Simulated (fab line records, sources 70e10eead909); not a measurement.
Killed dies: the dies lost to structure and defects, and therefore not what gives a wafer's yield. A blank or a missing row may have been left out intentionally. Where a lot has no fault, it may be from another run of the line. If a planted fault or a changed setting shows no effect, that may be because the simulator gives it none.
Which tool is to blame? -- flow nand-harc -- 14 lots, 42 wafers sampled, at 1 step of a route of 1302

## WHAT THE GAUGES SHOWED, per wafer
NHARC_A_ONON_D2_THK_MEAS_34: measures by ellipsometry.
lot,measured,on,thk-nm (nm)
L617,day 13 08:38,film-metro-01,194.2 195.9 195.9
L616,day 13 08:41,film-metro-02,201.2 196.5 205.3
L621,day 15 02:44,film-metro-01,193.6 198.2 200.0
L622,day 16 00:50,film-metro-01,193.0 202.8 199.1
L623,day 16 00:54,film-metro-02,196.6 196.6 197.2
L628,day 17 12:04,film-metro-01,198.2 194.8 199.1
L631,day 19 02:28,film-metro-02,197.9 194.6 196.4
L630,day 19 02:29,film-metro-01,196.5 199.9 202.9
L632,day 19 10:56,film-metro-02,198.8 201.4 203.0
L635,day 20 13:26,film-metro-01,194.4 198.5 197.9
L636,day 21 09:58,film-metro-01,202.1 197.5 205.7
L637,day 22 00:18,film-metro-01,196.5 198.7 202.2
L639,day 22 07:52,film-metro-02,200.5 196.8 204.3
L638,day 22 07:52,film-metro-01,196.3 196.8 198.4

## WHICH TOOL RAN EACH LOT (tool, then ch and the chambers of the sampled wafers, then the start)
No process step before these readings appears in the record.

## AS READ BY THE TOOLS THEMSELVES (means over the sampled wafers that have a number; for cases with no such wafer, the mark the record gives instead)
The record holds no such reading with a usual standard deviation.

## THE ANSWER, worked out from the rows above alone
Rule: the lots themselves supply what counts as usual. The widest of any qualifying gaps counts: lots, ordered by their means at a reading, are off when they make up no more than a third of the lots, leave a main group of 4 or more, and stand apart from it by 3 or more times the standard deviation of that group's means. Not used: any main group whose means are identical at the precision the tables above print for the reading. A lot without any number at a reading at which 4 lots or more have one is off too. Any other lot the step has rows for is counted as sound. The gauges are gone through in route order, then the tools' own readings, and for those a lot's mean is taken as printed above. At the first step where some lot is off, the reading lying furthest off is the one used; lots without a number count as furthest.
No lot is off on any of the readings shown, so nothing can be concluded from this.

## WHAT THE SIMULATOR HAD PUT IN
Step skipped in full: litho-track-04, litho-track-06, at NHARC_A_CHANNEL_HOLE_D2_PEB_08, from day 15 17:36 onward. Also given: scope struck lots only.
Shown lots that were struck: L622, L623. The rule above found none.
